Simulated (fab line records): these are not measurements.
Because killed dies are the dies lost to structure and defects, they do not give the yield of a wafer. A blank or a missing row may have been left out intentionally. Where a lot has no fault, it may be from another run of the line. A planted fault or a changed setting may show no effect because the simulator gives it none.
A struck lot beside a sound one ; flow n5_finfet ; 27 out of 1938 route steps
Sound: wafers L388.1, L388.2, L388.6. Struck: wafer L393.5 (L393.3, L393.6, from the same lot, were not struck and are left out); the cause is given at the end.
For every step that has rows: the tool of each side, followed by ch and its chambers, followed by its first start. Under that, the readings that differ: sound wafers ; struck wafers ; difference of the means ; sigmas: that difference in standard deviations of wafers without a fault.
alike: readings with means less than 2 such deviations apart, plus words and numbers identical on both sides. not compared: withheld readings, readings lacking a value on some wafer, bounds such as >300 that could conceal the same value, and numbers that have no deviation in the record and whose values overlap.
A row with sigmas, a row that says differs or no value, or rows on one side alone: a step with any of these is where the two part. Numbers that have no deviation but don't overlap get no sigmas and don't part them. Lack of a reading on every wafer of one side parts them only where that side has two or more wafers.

N5_BEOL_M5_ANNEAL_51: time 90 s.
  sound on rtp_anneal-02 ch 0, day 9 05:55; struck on rtp_anneal-02 ch 0, day 11 23:21
  alike: wafer_temp_C_max
then, 1 step without rows for these wafers: N5_BEOL_M5_CMP_52 (polishes, stops on SiCOH lowk, t overpolish 6.9 s, target thk 62 nm).
N5_BEOL_M5_THK_MEAS_53: measures by xrf.
  sound: film_metro-01 at day 9 06:31; struck: film_metro-02 at day 11 23:51
  alike: M5_THK
then, 3 steps without rows for these wafers: N5_BEOL_M5_PRE_CLEAN_77 (time 15 s); N5_BEOL_M5_CO_CAP_78 (material Co, precursor CCTBA/H2, target thk 2 nm, time 102.1 s); N5_BEOL_M5_PRE_CLEAN_55 (time 15 s).
N5_BEOL_M5_DEP_56: deposits SiCN from 3MS/NH3, target thk 8 nm, time 14 s.
  sound on pecvd-02 ch 0,1, day 9 06:43; struck on pecvd-02 ch 1, day 12 00:05
  alike: chamber_pressure_Torr, showerhead_plenum_p_Torr, throttle_valve_pct
N5_BEOL_M5_RS_MEAS_57: uses a four-point probe to measure.
  sound: film_metro-01 at day 9 06:48; struck: film_metro-01 at day 12 00:08
  alike: M5_RS
N5_BEOL_M5_INSPECT_58: inspects for defects (darkfield).
  sound: defect_inspect-01 at day 9 06:50; struck: defect_inspect-02 at day 12 00:10
  alike: raw_defect_count
N5_BEOL_M6_ILD_DEP_00: deposits SiCOH lowk from DEMS/porogen, target thk 179.75 nm, time 33.4 s.
  sound on pecvd-02 ch 0,1, day 9 06:52; struck on pecvd-03 ch 2, day 12 00:12
  alike: chamber_pressure_Torr, heater_power_w, showerhead_plenum_p_Torr, throttle_valve_pct
N5_BEOL_M6_CURE_74: cures SiCOH lowk, time 240 s.
  sound on uv_cure-03 ch 2, day 9 06:57; struck on uv_cure-03 ch 2, day 12 00:26
reading;sound;struck;difference;sigmas
lamp_power_pct (%);52.15 52.29 52.37;52.39;+0.12;+2
  alike: wafer_temp_C_max
N5_BEOL_M6_THK_MEAS_01:
  sound: film_metro-01 at day 9 07:28; struck: film_metro-01 at day 12 00:47
  alike: M6_ILD_THK
N5_BEOL_M6_PECVD_70: deposits SiO2 from TEOS/O2, target thk 20 nm, time 22.7 s.
  sound on pecvd-02 ch 0,1, day 9 07:30; struck on pecvd-03 ch 1, day 12 00:49
  alike: chamber_pressure_Torr, heater_power_w, showerhead_plenum_p_Torr, throttle_valve_pct
N5_BEOL_M6_HM_DEP_02: deposits TiN, target thk 20 nm.
  sound: pvd_sputter-03 at day 9 07:35; struck: pvd_sputter-01 at day 12 01:10
  alike: throttle_valve_pct
then, 8 steps without rows for these wafers: N5_BEOL_M6_COAT_59 (time 60 s, resist thk 100 nm); N5_BEOL_M6_COAT_60 (time 60 s, resist thk 35 nm); N5_BEOL_M6_COAT_05 (resist thk 90 nm); N5_BEOL_M6_EBR_07; N5_BEOL_M6_SOFTBAKE_06 (time 60 s); N5_BEOL_M6_EXPOSE_08 (exposes mask M6); N5_BEOL_M6_PEB_09 (peb time 60 s); N5_BEOL_M6_DEVELOP_10 (develop time 30 s).
N5_BEOL_M6_CD_MEAS_11: the cd target is 38.5 nm.
  sound on cd_sem-03 ch 0, day 9 07:57; struck on cd_sem-01 ch 0, day 12 01:40
  alike: cd_nm
N5_BEOL_M6_OVL_MEAS_12:
  sound on overlay-01 ch 0, day 9 07:59; struck on overlay-01 ch 0, day 12 01:42
  alike: M6_OVL
N5_BEOL_M6_INSPECT_13: inspects for defects (brightfield).
  sound: defect_inspect-02 at day 9 08:00; struck: defect_inspect-02 at day 12 01:43
reading;sound;struck;difference;sigmas
raw_defect_count;476 465 553;1232;+734;+8
then, 1 step without rows for these wafers: N5_BEOL_M6_DESCUM_16 (chemistry O2, time 7.9 s).
-- the record jumps here: 4 days lie between the struck wafers' starts before and after (it left off in module BEOL_M6 and takes up again in module PASSIVATION, whose first step shown is number 1936 of the route) --
N5_PASSIVATION_PROBE_49:
  sound: prober-01 at day 12 15:19; struck: prober-01 at day 16 11:46
reading;sound;struck;difference;sigmas
defect_limited_yield (%);91.4 93.4 91.4;81.9;-10.2;-7
killed_at_M4_up;15 10 13;148;+135;+29
killed_dies;102 78 102;214;+120;+7
sort_bin_5_function (%);5.1 3.3 5.3;11.0;+6.4;+7
sort_n_pass;1078 1102 1078;966;-120;-5
sort_yield_pct (%);91.4 93.4 91.4;81.9;-10.2;-5
  alike: killed_at_M0_to_M3, killed_at_contacts, killed_at_front_end, killed_at_other, killed_open, killed_short, sort_bin_6_memory, sort_bin_8_speed

WHERE THEY PART
First at N5_BEOL_M6_CURE_74; last, within this record, at N5_PASSIVATION_PROBE_49.

WHY: whatever the simulator had introduced
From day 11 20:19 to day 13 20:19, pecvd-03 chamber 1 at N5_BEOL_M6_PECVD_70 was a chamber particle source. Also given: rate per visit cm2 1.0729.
